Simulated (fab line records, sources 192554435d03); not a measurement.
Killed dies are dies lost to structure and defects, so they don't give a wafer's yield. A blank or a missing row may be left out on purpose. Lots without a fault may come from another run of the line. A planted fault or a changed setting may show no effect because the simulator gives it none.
fab line records | flow n5_finfet
record lots=4 wafers=12 last_day=18
route steps=1938 shown BEOL_M4@1099 BEOL_M5@1112 BEOL_M10@1530 PASSIVATION@1936
lots that met no fault: from a run of the same line without faults
start_h: hours from the record's first day to the start of the lot's first wafer shown | wait_h: hours since the lot's step before | " the same as in the row above | L1.1+2: a row that stands for several wafers | - no value, or no start given | * or withheld: withheld | < > ~ a bound
route shown NAME@n: a module of which the file shows steps, and the number in the route of the first | usual: mean/standard deviation of fault-free wafers | same: alike in all rows | chamber/n: place in a boat | sites: the reading at each site | _std_site: their standard deviation | _edge_site: outer sites' mean less inner sites' | radius_mm: how far each site lies from the wafer's centre | mask NAME#n: copy n | behind: the tool/chamber that last shaped the wafer | hold: why the lot was held/for how many hours/how that ended | device: the transistor (n, p or np) that didn't switch | end of line: the same wafers' tests at the end of the route | a step without rows: its recipe alone | killed: dies lost to structure and defects at the first sort, not the wafer's yield | map: a wafer's dies, x killed, . not, _ none there
set.NAME: the setting as run; set.NAME@STEP: as run at that earlier step | model.NAME: the simulator's own value behind a step, which no gauge read
lots at some steps of the route; a table a step, a row a wafer
services: from which hour (start_h, from the record's first day; less than 0 if before it) a tool's chamber was out of use, for how many hours, and why
## steps
# step N5_BEOL_M4_ANNEAL_95
# recipe temp_c=400 time_s=240 ambient=vacuum
# step N5_BEOL_M4_SPUTTER_96
# recipe material=Cu target_thk_a=45 temp_c=-20 chamber_pressure_pa=0.07 power_w=withheld time_s=8.29
# step N5_BEOL_M4_ECD_50
# recipe material=Cu target_thk_a=3000
# step N5_BEOL_M4_ANNEAL_51
# recipe temp_c=225 time_s=90 ambient=N2
# step N5_BEOL_M4_CMP_52
# recipe stop_on=SiOC t_overpolish_s=6.8 down_force_psi=1 platen_rpm=50 clearing_platen_down_force_psi=1.5 clearing_platen_rpm=50 post_cmp_clean=cu_alkaline target_thk_nm=40 clearing_platen_pad_velocity_m_s=0.99484 pad_velocity_m_s=0.99484
# step N5_BEOL_M4_PRE_CLEAN_60
# recipe gas=NH3/H2 time_s=15 temp_c=* rf_power_w=300
# step N5_BEOL_M4_CO_CAP_55
# recipe material=Co target_thk_a=20 temp_c=200 precursor=CCTBA/H2 pressure_torr=30 time_s=102.1
# step N5_BEOL_M4_PRE_CLEAN_56
# recipe gas=NH3 time_s=15 temp_c=withheld rf_power_w=300
# step N5_BEOL_M4_DEP_57
# recipe material=SiCN target_thk_a=80 temp_c=withheld precursor=3MS/NH3 pressure_torr=3 rf_w=202 time_s=14
# step N5_BEOL_M4_RC_MEAS_101
# usual DIBL_N=36.0/1.9 DIBL_P=36.0/2.1 IOFF_N=0.155/0.029 IOFF_P=0.20/0.032 ION_N=672/11 ION_P=461/6.9 SS_N=71.5/0.58 SS_P=73.2/0.64 VT_N=250.4/2.9 VT_P=-251.0/2.8
# columns lot.wafer tool chamber start_h wait_h DIBL_N[mV/V] DIBL_P[mV/V] IOFF_N[nA/um] IOFF_P[nA/um] ION_N[uA/um] ION_P[uA/um] SS_N[mV/dec] SS_P[mV/dec] VT_N[mV] VT_P[mV]
L317.1 prober-02 0 244.66 0.0 33.7 32.9 0.126 0.18 662 461 70.1 72.5 252.3 -253.1
L317.3 " 0 " " 34.3 34.1 0.144 0.19 686 462 70.5 73.1 251.6 -252.4
L317.5 " 0 " " 36.1 36.2 0.171 0.23 687 470 71.4 73.0 247.8 -249.6
L321.1 prober-01 0 256.57 0.0 36.9 35.6 0.173 0.23 683 470 71.5 74.0 247.8 -246.5
L321.3 " 0 " " 33.3 33.0 0.124 0.19 675 465 70.6 73.6 250.4 -247.1
L321.6 " 0 " " 36.2 34.9 0.156 0.22 662 459 71.6 73.9 249.3 -247.3
L325.4 prober-02 0 284.41 0.5 38.2 40.0 0.201 0.27 676 464 71.9 74.5 245.8 -249.1
L325.5 " 0 " " 35.0 36.1 0.141 0.20 674 467 71.2 73.0 250.2 -248.6
L325.6 " 0 " " 39.1 39.4 0.211 0.25 679 462 72.5 74.7 246.1 -246.8
L328.1 prober-02 0 311.89 0.0 34.8 34.8 0.151 0.21 676 463 71.3 72.6 251.0 -250.0
L328.5 " 0 " " 33.5 33.6 0.134 0.19 677 468 71.2 72.5 252.4 -247.9
L328.6 " 0 " " 33.5 33.8 0.130 0.18 673 463 71.0 71.8 253.3 -252.4
# step N5_BEOL_M5_ILD_DEP_00
# recipe material=SiCOH_lowk target_thk_a=1406.4 temp_c=300 precursor=DEMS/porogen pressure_torr=5 rf_w=500 time_s=25.9
# step N5_BEOL_M5_CURE_79
# recipe temp_c=385 time_s=240 ambient=He/Ar material=SiCOH_lowk
# step N5_BEOL_M5_PECVD_70
# recipe material=SiO2 target_thk_a=160 temp_c=400 precursor=TEOS/O2 pressure_torr=5.5 rf_w=450 teos_flow_sccm=53.8 gas=O2 flow_sccm=3000 time_s=18
# step N5_BEOL_M5_HM_DEP_02
# recipe material=TiN target_thk_a=200 temp_c=25 chamber_pressure_pa=0.49996
# step N5_BEOL_M5_COAT_59
# recipe resist=SOC temp_c=250 time_s=60 spin_rpm=1500 resist_thk_nm=60
# step N5_BEOL_M5_COAT_60
# recipe resist=SiARC temp_c=220 time_s=60 spin_rpm=1500 resist_thk_nm=12
# step N5_BEOL_M5_COAT_71
# recipe resist=underlayer temp_c=205 time_s=60 spin_rpm=1500 resist_thk_nm=5
# step N5_BEOL_M5_COAT_05
# recipe resist=CAR-EUV spin_rpm=1500 resist_thk_nm=30
# step N5_BEOL_M5_EBR_07
# recipe solvent=PGMEA ebr_width_mm=1.5
# step N5_BEOL_M5_SOFTBAKE_06
# recipe temp_c=110 time_s=60 resist=CAR-EUV
# step N5_BEOL_M5_EXPOSE_08
# recipe mask_id=M5 na=0.33 source_shape=annular sigma_inner=0.4 sigma_outer=0.8 polarization=unpolarized target_cd_nm=28 dose_mj=35.75
# step N5_BEOL_M5_PEB_09
# recipe peb_temp_c=100 peb_time_s=60 resist=CAR-EUV
# step N5_BEOL_M5_DEVELOP_10
# recipe develop_time_s=30 developer=TMAH resist=CAR-EUV rinse_liquid=surfactant_rinse dry=air_spin dev_temp_c=23
# step N5_BEOL_M5_DESCUM_16
# recipe chemistry=O2 time_s=7 source_power_w=50 bias_power_w=20 pressure_mtorr=20 rf_frequency_hz=2.712e+07 temp_c=40 resist=CAR-EUV o2_flow_sccm=225
# step N5_BEOL_M5_ETCH_72
# recipe chemistry=N2/H2 target=underlayer target_depth_a=65 mask_material=CAR-EUV time_s=5.2 ion_energy_ev=200 pressure_mtorr=30 source_w=840 bias_w=150 n2_flow_sccm=200 h2_flow_sccm=200 ends=cleared
# step N5_BEOL_M5_ETCH_61
# recipe chemistry=CF4 target=SiARC target_depth_a=156 mask_material=CAR-EUV time_s=26 ion_energy_ev=80 pressure_mtorr=40 source_w=545 bias_w=36 Ar_flow_sccm=100 cf4_flow_sccm=100 ends=cleared
# step N5_BEOL_M5_ETCH_62
# recipe chemistry=N2/H2 target=SOC target_depth_a=750 overetch_a=150 mask_material=SiARC temp_c=40 time_s=112.5 ion_energy_ev=200 pressure_mtorr=30 source_w=840 bias_w=150 n2_flow_sccm=200 h2_flow_sccm=200
# step N5_BEOL_M5_STRIP_63
# recipe chemistry=N2/H2 temp_c=40 n2_flow_sccm=200 h2_flow_sccm=200 rf_frequency_hz=6e+07
# step N5_BEOL_M5_STRIP_73
# recipe chemistry=N2/H2 temp_c=40 n2_flow_sccm=200 h2_flow_sccm=200 rf_frequency_hz=6e+07
# step N5_BEOL_M5_STRIP_64
# recipe chemistry=CF4 resist=SiARC power_w=300 bias_power_w=75 pressure_mtorr=50 cf4_flow_sccm=150 rf_frequency_hz=6e+07
# step N5_BEOL_M5_HM_OPEN_17
# recipe chemistry=Cl2/BCl3 target_depth_a=200 overetch_a=60 target=TiN mask_material=SOC ion_energy_ev=150 pressure_mtorr=10 icp_w=1000 bias_w=126 Cl2_flow_sccm=53.25 bcl3_flow_sccm=21.75 Ar_flow_sccm=25
# step N5_BEOL_M5_STRIP_19
# recipe chemistry=O2 power_w=400 temp_c=40 pressure_mtorr=30 rf_frequency_hz=6e+07 bias_power_w=0 overash_fraction=0.2 o2_flow_sccm=225
# step N5_BEOL_M5_COAT_65
# recipe resist=SOC temp_c=250 time_s=60 spin_rpm=1500 resist_thk_nm=60
# step N5_BEOL_M5_COAT_66
# recipe resist=SiARC temp_c=220 time_s=60 spin_rpm=1500 resist_thk_nm=12
# step N5_BEOL_M10_CMP_52
# recipe stop_on=SiCOH_lowk t_overpolish_s=7 down_force_psi=1 platen_rpm=50 clearing_platen_down_force_psi=1.5 clearing_platen_rpm=50 post_cmp_clean=cu_alkaline target_thk_nm=140 clearing_platen_pad_velocity_m_s=0.99484 pad_velocity_m_s=0.99484
# usual barrier_field_endpoint_s=28.9/0.76 motor_current_A=6.1/0.95 overpolish_run_s=6.999/0.0092 time_to_endpoint_s=66.5/3
# columns lot.wafer tool chamber start_h wait_h barrier_field_endpoint_s motor_current_A overpolish_run_s time_to_endpoint_s
L317.3 cmp-03 1 307.36 0.2 47.0 6.2 0.040 86.4
L317.1 " 2 " " 28.4 4.2 6.991 67.3
L317.5 " 0 " " 28.4 5.6 7.004 64.5
L321.1 cmp-03 1 313.33 0.3 28.9 6.2 7.008 69.4
L321.3 " 3 " " 47.0 6.7 0.046 86.5
L321.6 " 2 " " 29.7 4.3 6.974 69.6
L325.4 cmp-01 3 342.56 0.2 29.8 6.0 6.992 66.4
L325.5 " 2 " " 29.1 7.9 6.996 61.4
L325.6 " 3 " " 29.6 6.4 7.002 64.9
L328.1 cmp-03 2 375.87 0.3 28.5 4.6 6.992 68.1
L328.6 " 2 " " 29.6 4.3 6.992 69.1
L328.5 " 3 " " 27.5 6.3 7.010 66.7
# step N5_BEOL_M10_THK_MEAS_53
# recipe thk_meas_gauge=xrf reads=Cu_of_BEOL_M10_ECD_50
# usual M10_THK=140/3.4
# columns lot.wafer tool chamber start_h wait_h M10_THK[nm]
L317.1 film_metro-02 - 307.58 - 139
L317.3 " - " " 254
L317.5 " - " " 142
L321.1 film_metro-01 - 313.63 - 141
L321.3 " - " " 251
L321.6 " - " " 141
L325.4 film_metro-02 - 342.82 - 139
L325.5 " - " " 140
L325.6 " - " " 141
L328.1 film_metro-01 - 376.16 - 139
L328.5 " - " " 138
L328.6 " - " " 142
# step N5_BEOL_M10_INSPECT_58
# recipe inspect_instrument=darkfield mode=post_dep
# usual raw_defect_count=63/21
# columns lot.wafer tool chamber start_h wait_h raw_defect_count
L317.1 defect_inspect-02 - 307.74 0.0 54
L317.3 " - " " 2257
L317.5 " - " " 61
L321.1 defect_inspect-02 - 313.79 0.0 36
L321.3 " - " " 2208
L321.6 " - " " 21
L325.4 defect_inspect-01 - 342.98 0.0 50
L325.5 " - " " 76
L325.6 " - " " 65
L328.1 defect_inspect-02 - 376.32 0.0 64
L328.5 " - " " 72
L328.6 " - " " 77
# step N5_PASSIVATION_PROBE_49
# usual defect_limited_yield=91.0/1.5 killed_at_M0_to_M3=33/9.4 killed_at_M4_up=14/4.8 killed_at_contacts=13/7.3 killed_at_front_end=43/13 killed_at_other=3.6/2.9 killed_dies=106/18 killed_on_rim=14/4.2 killed_open=69/13 killed_short=35/8.2 sort_bin_5_function=5.3/1 sort_bin_6_memory=3.3/0.68 sort_n_pass=1074/18 sort_yield_pct=91.0/1.5
# same gross_dies=1180 killed_at_back_side=0 sort_bin_4_leakage[%]=0 sort_bin_8_speed[%]=0
# columns lot.wafer tool chamber start_h wait_h defect_limited_yield[%] killed_at_M0_to_M3 killed_at_M4_up killed_at_contacts killed_at_front_end killed_at_other killed_dies killed_on_rim killed_open killed_short sort_bin_5_function[%] sort_bin_6_memory[%] sort_n_pass sort_yield_pct[%]
L317.1 prober-02 - 356.55 0.0 91.9 31 14 6 43 1 95 13 59 35 5.0 2.5 1085 91.9
L317.3 prober-02 - 356.65 0.1 0 26 1081 17 54 2 1180 152 81 35 5.5 4.2 0 0
L317.5 prober-02 - 356.75 0.2 91.4 31 21 7 39 3 101 7 65 35 5.6 2.6 1079 91.4
L321.1 prober-02 - 360.74 0.0 89.9 41 14 15 37 12 119 16 72 45 6.5 3.1 1061 89.9
L321.3 prober-02 - 360.84 0.1 0 43 1081 23 32 1 1180 152 51 48 5.1 3.4 0 0
L321.6 prober-02 - 360.99 0.3 90.2 40 9 9 57 1 116 23 70 38 5.9 3.1 1064 90.2
L325.4 prober-01 - 390.33 0.2 91.6 27 9 13 48 2 99 16 61 37 5.3 2.9 1081 91.6
L325.5 prober-01 - 390.38 0.2 91.4 24 18 24 32 3 101 12 68 32 4.5 3.6 1079 91.4
L325.6 prober-01 - 390.43 0.3 92.6 21 9 5 49 3 87 13 55 31 4.3 2.5 1093 92.6
L328.1 prober-01 - 421.92 0.0 91.6 28 5 17 48 1 99 21 64 35 5.0 2.9 1081 91.6
L328.5 prober-01 - 422.12 0.2 90.8 42 10 16 38 2 108 11 65 37 5.5 3.0 1072 90.8
L328.6 prober-01 - 422.17 0.3 92.2 28 24 17 23 0 92 16 43 41 4.2 2.8 1088 92.2
# killed by level:class
L317.1 STI_FIN_REVEAL:geometric_particle:open=10 BEOL_M0_SAQP:geometric_particle:open=10 GATE_CUT:geometric_particle:short=9 BEOL_M3:geometric_particle:open=7 BEOL_M2:geometric_particle:open=6 DUMMY_GATE:geometric_particle:open=5 MOL_CONTACT_COAG:geometric_particle:open=5 BEOL_M0_SAQP:geometric_particle:short=5
L317.3 BEOL_M10:area_cmp=1063 MOL_CONTACT_COAG:geometric_particle:open=16 DUMMY_GATE:geometric_particle:open=15 FIN_SAQP:geometric_particle:open=7 BEOL_M2:geometric_particle:open=7 BEOL_M3:geometric_particle:open=7 FIN_SAQP:geometric_particle:short=6 STI_FIN_REVEAL:geometric_particle:open=6
L317.5 STI_FIN_REVEAL:geometric_particle:open=13 BEOL_M0_SAQP:geometric_particle:short=9 BEOL_M3:geometric_particle:open=9 BEOL_M2:geometric_particle:open=7 BEOL_M6:geometric_particle:open=6 STARTING-WAFER:geometric_particle:short=6 GATE_CUT:geometric_particle:short=5 MOL_CONTACT_COAG:geometric_particle:open=5
L321.1 BEOL_M2:geometric_particle:open=13 MOL_CONTACT_COAG:geometric_particle:open=12 BEOL_M0_SAQP:geometric_particle:short=11 FIN_SAQP:geometric_particle:short=9 GATE_CUT:geometric_particle:short=9 PASS1_CAP:geometric_particle:open=9 STI_FIN_REVEAL:geometric_particle:open=6 BEOL_M3:geometric_particle:open=6
L321.3 BEOL_M10:area_cmp=1078 MOL_CONTACT_COAG:geometric_particle:open=16 BEOL_M0_SAQP:geometric_particle:short=16 FIN_SAQP:geometric_particle:short=13 BEOL_M0_SAQP:geometric_particle:open=9 MOL_CONTACT_COAG:geometric_particle:short=7 BEOL_M2:geometric_particle:open=6 FIN_SAQP:geometric_particle:open=5
L321.6 FIN_SAQP:geometric_particle:short=16 STI_FIN_REVEAL:geometric_particle:open=12 BEOL_M0_SAQP:geometric_particle:short=11 BEOL_M0_SAQP:geometric_particle:open=10 BEOL_M2:geometric_particle:open=10 MOL_CONTACT_COAG:geometric_particle:open=8 FIN_SAQP:geometric_particle:open=6 DUMMY_GATE:geometric_particle:open=6
L325.4 STI_FIN_REVEAL:geometric_particle:open=15 FIN_SAQP:geometric_particle:short=13 MOL_CONTACT_COAG:geometric_particle:open=11 BEOL_M0_SAQP:geometric_particle:open=10 GATE_CUT:geometric_particle:short=6 BEOL_M0_SAQP:geometric_particle:short=4 BEOL_M0:geometric_particle:open=4 BEOL_M1:geometric_particle:open=4
L325.5 MOL_CONTACT_COAG:geometric_particle:open=18 FIN_SAQP:geometric_particle:open=9 FIN_SAQP:geometric_particle:short=8 BEOL_M0_SAQP:geometric_particle:short=8 BEOL_M0_SAQP:geometric_particle:open=7 MOL_CONTACT_COAG:geometric_particle:short=6 BEOL_M0:geometric_particle:open=6 BEOL_M8:geometric_particle:open=4
L325.6 STI_FIN_REVEAL:geometric_particle:open=26 STI_FIN_REVEAL:geometric_particle:short=8 BEOL_M0_SAQP:geometric_particle:open=5 FIN_SAQP:geometric_particle:short=4 MOL_CONTACT_COAG:geometric_particle:open=4 BEOL_M1:geometric_particle:open=4 ILD0:geometric_particle:short=3 GATE_CUT:geometric_particle:short=3
L328.1 FIN_SAQP:geometric_particle:short=12 MOL_CONTACT_COAG:geometric_particle:open=11 FIN_SAQP:geometric_particle:open=9 GATE_CUT:geometric_particle:open=7 BEOL_M0_SAQP:geometric_particle:open=7 MOL_CONTACT_COAG:geometric_particle:short=6 BEOL_M3:geometric_particle:open=6 BEOL_M0_SAQP:geometric_particle:short=6
L328.5 BEOL_M0_SAQP:geometric_particle:open=18 BEOL_M0_SAQP:geometric_particle:short=15 MOL_CONTACT_COAG:geometric_particle:open=12 FIN_SAQP:geometric_particle:short=7 FIN_SAQP:geometric_particle:open=6 STARTING-WAFER:geometric_particle:open=5 HKMG_FIN:area_etch=5 DUMMY_GATE:geometric_particle:open=4
L328.6 MOL_CONTACT_COAG:geometric_particle:open=13 BEOL_M4:geometric_particle:open=10 BEOL_M0_SAQP:geometric_particle:short=10 BEOL_M0:geometric_particle:short=7 FIN_SAQP:geometric_particle:short=5 MOL_CONTACT_COAG:geometric_particle:short=4 BEOL_M3:geometric_particle:open=4 BEOL_M4:geometric_particle:short=4
# map L317.3 (x killed, . not)
_________________xxxxxxxxxxxx________________
______________xxxxxxxxxxxxxxxxxx_____________
___________xxxxxxxxxxxxxxxxxxxxxxxx__________
__________xxxxxxxxxxxxxxxxxxxxxxxxxx_________
________xxxxxxxxxxxxxxxxxxxxxxxxxxxxxx_______
_______xxxxxxxxxxxxxxxxxxxxxxxxxxxxxxxx______
______xxxxxxxxxxxxxxxxxxxxxxxxxxxxxxxxxx_____
_____xxxxxxxxxxxxxxxxxxxxxxxxxxxxxxxxxxxx____
____xxxxxxxxxxxxxxxxxxxxxxxxxxxxxxxxxxxxxx___
___xxxxxxxxxxxxxxxxxxxxxxxxxxxxxxxxxxxxxxxx__
___xxxxxxxxxxxxxxxxxxxxxxxxxxxxxxxxxxxxxxxx__
__xxxxxxxxxxxxxxxxxxxxxxxxxxxxxxxxxxxxxxxxxx_
__xxxxxxxxxxxxxxxxxxxxxxxxxxxxxxxxxxxxxxxxxx_
_xxxxxxxxxxxxxxxxxxxxxxxxxxxxxxxxxxxxxxxxxxxx
_xxxxxxxxxxxxxxxxxxxxxxxxxxxxxxxxxxxxxxxxxxxx
_xxxxxxxxxxxxxxxxxxxxxxxxxxxxxxxxxxxxxxxxxxxx
_xxxxxxxxxxxxxxxxxxxxxxxxxxxxxxxxxxxxxxxxxxxx
_xxxxxxxxxxxxxxxxxxxxxxxxxxxxxxxxxxxxxxxxxxxx
_xxxxxxxxxxxxxxxxxxxxxxxxxxxxxxxxxxxxxxxxxxxx
_xxxxxxxxxxxxxxxxxxxxxxxxxxxxxxxxxxxxxxxxxxxx
_xxxxxxxxxxxxxxxxxxxxxxxxxxxxxxxxxxxxxxxxxxxx
__xxxxxxxxxxxxxxxxxxxxxxxxxxxxxxxxxxxxxxxxxx_
__xxxxxxxxxxxxxxxxxxxxxxxxxxxxxxxxxxxxxxxxxx_
___xxxxxxxxxxxxxxxxxxxxxxxxxxxxxxxxxxxxxxxx__
___xxxxxxxxxxxxxxxxxxxxxxxxxxxxxxxxxxxxxxxx__
____xxxxxxxxxxxxxxxxxxxxxxxxxxxxxxxxxxxxxx___
_____xxxxxxxxxxxxxxxxxxxxxxxxxxxxxxxxxxxx____
______xxxxxxxxxxxxxxxxxxxxxxxxxxxxxxxxxx_____
_______xxxxxxxxxxxxxxxxxxxxxxxxxxxxxxxx______
________xxxxxxxxxxxxxxxxxxxxxxxxxxxxxx_______
__________xxxxxxxxxxxxxxxxxxxxxxxxxx_________
___________xxxxxxxxxxxxxxxxxxxxxxxx__________
______________xxxxxxxxxxxxxxxxxx_____________
_________________xxxxxxxxxxxx________________
# map L321.3 (x killed, . not)
_________________xxxxxxxxxxxx________________
______________xxxxxxxxxxxxxxxxxx_____________
___________xxxxxxxxxxxxxxxxxxxxxxxx__________
__________xxxxxxxxxxxxxxxxxxxxxxxxxx_________
________xxxxxxxxxxxxxxxxxxxxxxxxxxxxxx_______
_______xxxxxxxxxxxxxxxxxxxxxxxxxxxxxxxx______
______xxxxxxxxxxxxxxxxxxxxxxxxxxxxxxxxxx_____
_____xxxxxxxxxxxxxxxxxxxxxxxxxxxxxxxxxxxx____
____xxxxxxxxxxxxxxxxxxxxxxxxxxxxxxxxxxxxxx___
___xxxxxxxxxxxxxxxxxxxxxxxxxxxxxxxxxxxxxxxx__
___xxxxxxxxxxxxxxxxxxxxxxxxxxxxxxxxxxxxxxxx__
__xxxxxxxxxxxxxxxxxxxxxxxxxxxxxxxxxxxxxxxxxx_
__xxxxxxxxxxxxxxxxxxxxxxxxxxxxxxxxxxxxxxxxxx_
_xxxxxxxxxxxxxxxxxxxxxxxxxxxxxxxxxxxxxxxxxxxx
_xxxxxxxxxxxxxxxxxxxxxxxxxxxxxxxxxxxxxxxxxxxx
_xxxxxxxxxxxxxxxxxxxxxxxxxxxxxxxxxxxxxxxxxxxx
_xxxxxxxxxxxxxxxxxxxxxxxxxxxxxxxxxxxxxxxxxxxx
_xxxxxxxxxxxxxxxxxxxxxxxxxxxxxxxxxxxxxxxxxxxx
_xxxxxxxxxxxxxxxxxxxxxxxxxxxxxxxxxxxxxxxxxxxx
_xxxxxxxxxxxxxxxxxxxxxxxxxxxxxxxxxxxxxxxxxxxx
_xxxxxxxxxxxxxxxxxxxxxxxxxxxxxxxxxxxxxxxxxxxx
__xxxxxxxxxxxxxxxxxxxxxxxxxxxxxxxxxxxxxxxxxx_
__xxxxxxxxxxxxxxxxxxxxxxxxxxxxxxxxxxxxxxxxxx_
___xxxxxxxxxxxxxxxxxxxxxxxxxxxxxxxxxxxxxxxx__
___xxxxxxxxxxxxxxxxxxxxxxxxxxxxxxxxxxxxxxxx__
____xxxxxxxxxxxxxxxxxxxxxxxxxxxxxxxxxxxxxx___
_____xxxxxxxxxxxxxxxxxxxxxxxxxxxxxxxxxxxx____
______xxxxxxxxxxxxxxxxxxxxxxxxxxxxxxxxxx_____
_______xxxxxxxxxxxxxxxxxxxxxxxxxxxxxxxx______
________xxxxxxxxxxxxxxxxxxxxxxxxxxxxxx_______
__________xxxxxxxxxxxxxxxxxxxxxxxxxx_________
___________xxxxxxxxxxxxxxxxxxxxxxxx__________
______________xxxxxxxxxxxxxxxxxx_____________
_________________xxxxxxxxxxxx________________
## services
# columns tool chamber start_h hours kind
cmp-03 - 297.84 1.4 repair
cmp-01 - 302.21 1.4 repair
cmp-03 - 329.41 1.3 repair
cmp-03 - 368.18 1.9 repair
## key
first_sign step=N5_BEOL_M10_CMP_52 reading=overpolish_run_s direction=down sigmas=99+ usual=6.999 struck=0.043
effect step=N5_BEOL_M10_CMP_52 reading=barrier_field_endpoint_s direction=up sigmas=24 usual=28.9 struck=47.0
effect step=N5_BEOL_M10_THK_MEAS_53 reading=M10_THK direction=up sigmas=33 usual=140 struck=253
effect step=N5_BEOL_M10_INSPECT_58 reading=raw_defect_count direction=up sigmas=99+ usual=63 struck=2232
effect step=N5_PASSIVATION_PROBE_49 reading=killed_at_M4_up direction=up sigmas=99+ usual=14 struck=1081
more_kills_born_at N5_BEOL_M10_CMP_52@cmp-03=2141
met_at N5_BEOL_M10_CMP_52
struck_wafers L317.3,L321.3
later_rows_left_out L317.3,L321.3
fault kind=process_parameter_drift tool=cmp-03 chamber=- onset_h=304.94 steps=N5_BEOL_M10_CMP_52 channel=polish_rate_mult offset=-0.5 shape=step end_h=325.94 scope=struck_wafers_only
# later_rows_left_out: the simulator's readings of these wafers behind a module that went badly wrong aren't trusted and aren't shown, but for the sort
